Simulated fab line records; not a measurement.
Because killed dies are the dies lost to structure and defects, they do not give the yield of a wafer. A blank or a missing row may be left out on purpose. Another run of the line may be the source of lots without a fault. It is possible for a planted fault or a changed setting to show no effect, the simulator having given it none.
Matching of chambers || flow nand_harc || 3 sister chambers for NHARC_A_CONTACT_ALD_18 on ald_metal-03
The step deposits TiN, target thk 3 nm, pulse time 1 s, ald cycles 150. 6 wafers are shown with their chamber, then 6 later ones without.

EACH WAFER AND ITS CHAMBER
{"wafer": "L532.2", "chamber": 3, "heater_power_w (W)": 1275, "precursor_pulse_height_rel": 0.995}
{"wafer": "L532.5", "chamber": 0, "heater_power_w (W)": 1028, "precursor_pulse_height_rel": 0.967}
{"wafer": "L534.1", "chamber": 0, "heater_power_w (W)": 1061, "precursor_pulse_height_rel": 0.985}
{"wafer": "L534.5", "chamber": 1, "heater_power_w (W)": 1116, "precursor_pulse_height_rel": 0.986}
{"wafer": "L539.1", "chamber": 1, "heater_power_w (W)": 1146, "precursor_pulse_height_rel": 0.995}
{"wafer": "L539.3", "chamber": 3, "heater_power_w (W)": 1207, "precursor_pulse_height_rel": 1.011}

WAFERS WHOSE CHAMBER IS MISSING
{"wafer": "L539.5", "heater_power_w (W)": 1244, "precursor_pulse_height_rel": 0.982}
{"wafer": "L541.4", "heater_power_w (W)": 1049, "precursor_pulse_height_rel": 0.989}
{"wafer": "L541.5", "heater_power_w (W)": 1135, "precursor_pulse_height_rel": 1.030}
{"wafer": "L547.4", "heater_power_w (W)": 1223, "precursor_pulse_height_rel": 1.037}
{"wafer": "L547.5", "heater_power_w (W)": 1126, "precursor_pulse_height_rel": 1.011}
{"wafer": "L547.6", "heater_power_w (W)": 1095, "precursor_pulse_height_rel": 0.998}

CHAMBER TAKEN BY EACH
{"wafer": "L539.5", "from the rows above": "can't be placed: 3 or 1", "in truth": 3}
{"wafer": "L541.4", "from the rows above": "can't be placed: 0 or 1", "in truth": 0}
{"wafer": "L541.5", "from the rows above": "can't be placed: 1 or 3", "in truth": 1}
{"wafer": "L547.4", "from the rows above": "can't be placed: 3 or 1", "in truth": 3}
{"wafer": "L547.5", "from the rows above": "can't be placed: 1 or 3", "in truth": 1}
{"wafer": "L547.6", "from the rows above": "can't be placed: 1 or 0", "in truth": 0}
Placed correctly: 0 of 6. Can't be placed from these rows: 6 (the true chamber is among the candidates in 6). Number placed wrongly: 0.
How it was worked out, from the rows above alone: a wafer's distance from a chamber is the root of the sum, over the readings, of the square of ((its reading less the chamber's mean) divided by the reading's scatter). If the next closest chamber is less than 2 further off than the closest, the wafer can't be placed; otherwise it belongs to the closest. Each chamber's mean is taken over the wafers shown for it. The scatter: take each reading less its chamber's mean, square it, sum over the shown wafers, divide by the number of wafers less the number of chambers, and take the root.
